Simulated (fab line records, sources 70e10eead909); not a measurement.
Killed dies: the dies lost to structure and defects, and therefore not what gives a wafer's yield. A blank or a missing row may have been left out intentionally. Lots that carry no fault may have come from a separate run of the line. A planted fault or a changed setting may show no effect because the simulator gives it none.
Struck lot and sound lot, side by side	flow nand_harc	15 out of 1302 route steps
Sound: the wafers L151.4, L151.5, L151.6. Struck: wafer L170.2; the same lot's L170.1 was not struck, so it is left out; see the end for the cause.
Per side, at each step with rows, come the tool, then ch with its chambers, and then its first start. Under that, the readings that differ: sound wafers	struck wafers	difference of the means	sigmas: that difference in standard deviations of wafers without a fault.
alike: a reading whose means differ by less than 2 such deviations, as well as words and numbers matching on both sides. not compared: withheld readings; readings where some wafer has no value; bounds like >300 that might hide an equal value; numbers whose values overlap and for which the record gives no deviation.
The two part at a step that has a row with sigmas, a row that says differs or no value, or rows on one side only. Non-overlapping numbers with no deviation appear without sigmas and do not part them. A reading missing from all wafers of one side parts the sides only when that side holds two or more wafers.

first, 1 step without rows for these wafers: NHARC_A_ONON_D1_DEP_12 (target thk 1000 nm).
NHARC_A_ONON_D1_THK_MEAS_14: measures by ellipsometry.
  sound on film_metro-01, day 8 18:23; struck on film_metro-02, day 16 06:40
  alike: thk_nm
then, 2 steps without rows for these wafers: NHARC_A_ONON_D1_ANNEAL_15 (time 3600 s); NHARC_A_ONON_D1_DEP_16 (target thk 1000 nm).
NHARC_A_ONON_D1_THK_MEAS_18: measures by ellipsometry.
  sound on film_metro-01, day 9 05:02; struck on film_metro-01, day 16 14:44
  alike: thk_nm
after that, 1 step with no rows for these wafers: NHARC_A_ONON_D1_DEP_19 (target thk 1000 nm).
NHARC_A_ONON_D1_THK_MEAS_21: measures by ellipsometry.
  sound on film_metro-01, day 9 05:36; struck on film_metro-01, day 16 15:19
reading	sound	struck	difference	sigmas
thk_nm (nm)	978 978 978	1020	+42	+3
after that, 1 step with no rows for these wafers: NHARC_A_ONON_D1_DEP_22 (target thk 1000 nm).
NHARC_A_ONON_D1_THK_MEAS_24: measures by ellipsometry.
  sound on film_metro-01, day 9 06:10; struck on film_metro-01, day 16 15:52
  alike: thk_nm
after that, 1 step with no rows for these wafers: NHARC_A_ONON_D1_DEP_25 (target thk 1000 nm).
NHARC_A_ONON_D1_THK_MEAS_27: measures by ellipsometry.
  sound on film_metro-01, day 9 06:44; struck on film_metro-01, day 16 16:26
  alike: thk_nm
NHARC_A_ONON_D1_DEP_28: target thk 1000 nm.
  sound on pecvd_onon-03 ch 0, day 9 06:58; struck on pecvd_onon-04 ch 0, day 16 16:29
NHARC_A_ONON_D1_THK_MEAS_30: measures by ellipsometry.
  sound on film_metro-01, day 9 07:19; struck on film_metro-01, day 16 17:00
reading	sound	struck	difference	sigmas
thk_nm (nm)	1000 999 999	1932	+933	+93
NHARC_A_ONON_D1_DEP_33: deposits SiO2, target thk 200 nm.
  sound on pecvd-02 ch 0,1,2, day 9 07:30; struck on pecvd-01 ch 0, day 16 17:09
reading	sound	struck	difference	sigmas
since_wet_clean_h (h)	- - -	53	no value on the sound wafers	
  alike: heater_power_w, mfc_precursor_sccm, throttle_valve_pct
-- record jumps: 16 days between struck wafers' starts before vs after; left off in module A_ONON_D1, resumes in module END, first step shown is number 1302 of the route --
NHARC_END_SORT_01:
  only the struck wafers appear in the record here, on prober-01 ch 0 at day 33 04:57; the sound ones have no rows

== WHERE THEY PART ==
Earliest at NHARC_A_ONON_D1_THK_MEAS_21; latest, in this record, at NHARC_END_SORT_01.

WHY: what the simulator had put in
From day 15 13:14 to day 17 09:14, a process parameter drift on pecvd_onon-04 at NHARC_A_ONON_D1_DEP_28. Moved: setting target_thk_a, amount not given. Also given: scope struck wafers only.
